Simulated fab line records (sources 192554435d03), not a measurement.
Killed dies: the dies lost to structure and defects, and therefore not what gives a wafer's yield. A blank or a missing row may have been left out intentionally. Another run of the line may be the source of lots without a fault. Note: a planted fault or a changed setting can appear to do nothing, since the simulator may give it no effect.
Split-lot experiment || flow n5-finfet || on a route of 1938 steps: 7 lots, 21 wafers read

ON THE SPLIT
At N5_BEOL_M0_SAQP_EXPOSE_11 (exposes mask M0 CORE, target cd 42 nm), the setting dose-mj was moved away from the recipe's 55 on 8 of the 21 wafers read, by -3.8% to +6.7%. All remaining wafers had this setting at the recipe value.

FROM THE SPLIT TO THE READING: what the file shows between them, 2 steps
- N5_BEOL_M0_SAQP_PEB_12: peb time 60 s
- N5_BEOL_M0_SAQP_DEVELOP_13: develop time 30 s

THE READING
At N5_BEOL_M0_SAQP_CD_MEAS_14: cd-nm in nanometres, against a target cd of 42.5 nm. Typical for fault-free wafers on this fab line: 42.4 nm, with standard deviation 0.39 nm.

{"wafer": "L075.1", "tool, chamber at the split": "arfi-scanner-01, 0", "dose-mj as run": 55, "against the recipe": "recipe", "cd-nm, nm": 42.6, "against lot-mates on the recipe": "-"}
{"wafer": "L075.4", "tool, chamber at the split": "arfi-scanner-01, 0", "dose-mj as run": 55, "against the recipe": "recipe", "cd-nm, nm": 42.8, "against lot-mates on the recipe": "-"}
{"wafer": "L075.6", "tool, chamber at the split": "arfi-scanner-01, 0", "dose-mj as run": 55, "against the recipe": "recipe", "cd-nm, nm": 42.3, "against lot-mates on the recipe": "-"}
{"wafer": "L076.1", "tool, chamber at the split": "arfi-scanner-02, 0", "dose-mj as run": 55, "against the recipe": "recipe", "cd-nm, nm": 41.9, "against lot-mates on the recipe": "-"}
{"wafer": "L076.4", "tool, chamber at the split": "arfi-scanner-02, 0", "dose-mj as run": 55, "against the recipe": "recipe", "cd-nm, nm": 42.8, "against lot-mates on the recipe": "-"}
{"wafer": "L076.6", "tool, chamber at the split": "arfi-scanner-02, 0", "dose-mj as run": 58.37, "against the recipe": "+6.1%", "cd-nm, nm": 40.7, "against lot-mates on the recipe": -1.6}
{"wafer": "L077.2", "tool, chamber at the split": "arfi-scanner-03, 0", "dose-mj as run": 57.25, "against the recipe": "+4.1%", "cd-nm, nm": 41.8, "against lot-mates on the recipe": -0.3}
{"wafer": "L077.3", "tool, chamber at the split": "arfi-scanner-03, 0", "dose-mj as run": 55, "against the recipe": "recipe", "cd-nm, nm": 42.1, "against lot-mates on the recipe": "-"}
{"wafer": "L077.4", "tool, chamber at the split": "arfi-scanner-03, 0", "dose-mj as run": 57.25, "against the recipe": "+4.1%", "cd-nm, nm": 41.3, "against lot-mates on the recipe": -0.8}
{"wafer": "L078.1", "tool, chamber at the split": "arfi-scanner-02, 0", "dose-mj as run": 55, "against the recipe": "recipe", "cd-nm, nm": 41.8, "against lot-mates on the recipe": "-"}
{"wafer": "L078.4", "tool, chamber at the split": "arfi-scanner-02, 0", "dose-mj as run": 55, "against the recipe": "recipe", "cd-nm, nm": 42.1, "against lot-mates on the recipe": "-"}
{"wafer": "L078.6", "tool, chamber at the split": "arfi-scanner-02, 0", "dose-mj as run": 58.71, "against the recipe": "+6.7%", "cd-nm, nm": 40.4, "against lot-mates on the recipe": -1.6}
{"wafer": "L079.1", "tool, chamber at the split": "arfi-scanner-03, 0", "dose-mj as run": 55, "against the recipe": "recipe", "cd-nm, nm": 42.9, "against lot-mates on the recipe": "-"}
{"wafer": "L079.3", "tool, chamber at the split": "arfi-scanner-03, 0", "dose-mj as run": 56.84, "against the recipe": "+3.3%", "cd-nm, nm": 41.3, "against lot-mates on the recipe": -1.6}
{"wafer": "L079.4", "tool, chamber at the split": "arfi-scanner-03, 0", "dose-mj as run": 56.84, "against the recipe": "+3.3%", "cd-nm, nm": 41.1, "against lot-mates on the recipe": -1.8}
{"wafer": "L080.1", "tool, chamber at the split": "arfi-scanner-02, 0", "dose-mj as run": 55, "against the recipe": "recipe", "cd-nm, nm": 41.8, "against lot-mates on the recipe": "-"}
{"wafer": "L080.4", "tool, chamber at the split": "arfi-scanner-02, 0", "dose-mj as run": 55, "against the recipe": "recipe", "cd-nm, nm": 42.6, "against lot-mates on the recipe": "-"}
{"wafer": "L080.6", "tool, chamber at the split": "arfi-scanner-02, 0", "dose-mj as run": 55, "against the recipe": "recipe", "cd-nm, nm": 42.7, "against lot-mates on the recipe": "-"}
{"wafer": "L094.4", "tool, chamber at the split": "arfi-scanner-02, 0", "dose-mj as run": 52.93, "against the recipe": "-3.8%", "cd-nm, nm": 43.7, "against lot-mates on the recipe": "+1.7"}
{"wafer": "L094.5", "tool, chamber at the split": "arfi-scanner-02, 0", "dose-mj as run": 52.93, "against the recipe": "-3.8%", "cd-nm, nm": 43.6, "against lot-mates on the recipe": "+1.6"}
{"wafer": "L094.6", "tool, chamber at the split": "arfi-scanner-02, 0", "dose-mj as run": 55, "against the recipe": "recipe", "cd-nm, nm": 42.0, "against lot-mates on the recipe": "-"}

FIT RESULTS
A straight line over all 21 wafers: cd-nm changes by -0.287 nm for each +1% of dose-mj; r = -0.91; the points scatter about the line by 0.37 nm.
The same after taking each lot's own level away (the mean of its wafers on the recipe; 21 wafers): -0.302 nm for each +1%; r = -0.88; scatter 0.45 nm.
According to that fit, moving dose-mj by its largest amount changes the reading by 2 nm.
The lots' own levels span 41.95 to 42.90 nm, that is 2.4 times the standard deviation above.
Hence the lot-to-lot level has little effect on the slope; both slopes agree.
Check: with one of the wafers moved furthest among these (+6.7%) left out of the fit, the line predicts -2.11 nm for it against its lot-mates. Against them it came out at -1.55 nm.

THE OTHER SPLITS THESE WAFERS WENT THROUGH
Other splits were also applied to these wafers ahead of the reading. Each is held against what the fit with the lots' levels taken away leaves over:
{"other split on the same wafers": "N5_HKMG_FIN_ETCH_31 bias-w", "wafers away from the commonest value": 3, "r with cd-nm (lot level and that fit taken away)": "+0.07"}
{"other split on the same wafers": "N5_GATE_CUT_DESCUM_18 time-s", "wafers away from the commonest value": 7, "r with cd-nm (lot level and that fit taken away)": -0.27}
{"other split on the same wafers": "N5_GATE_CUT_ETCH_36 cf4-flow-sccm", "wafers away from the commonest value": 9, "r with cd-nm (lot level and that fit taken away)": -0.34}
{"other split on the same wafers": "N5_MOL_CONTACT_COAG_ALD_27 ald-cycles", "wafers away from the commonest value": 8, "r with cd-nm (lot level and that fit taken away)": -0.04}

THE FILE'S OWN FIT
cd-nm changes by -0.276 nm for each +1% of dose-mj, r = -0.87.
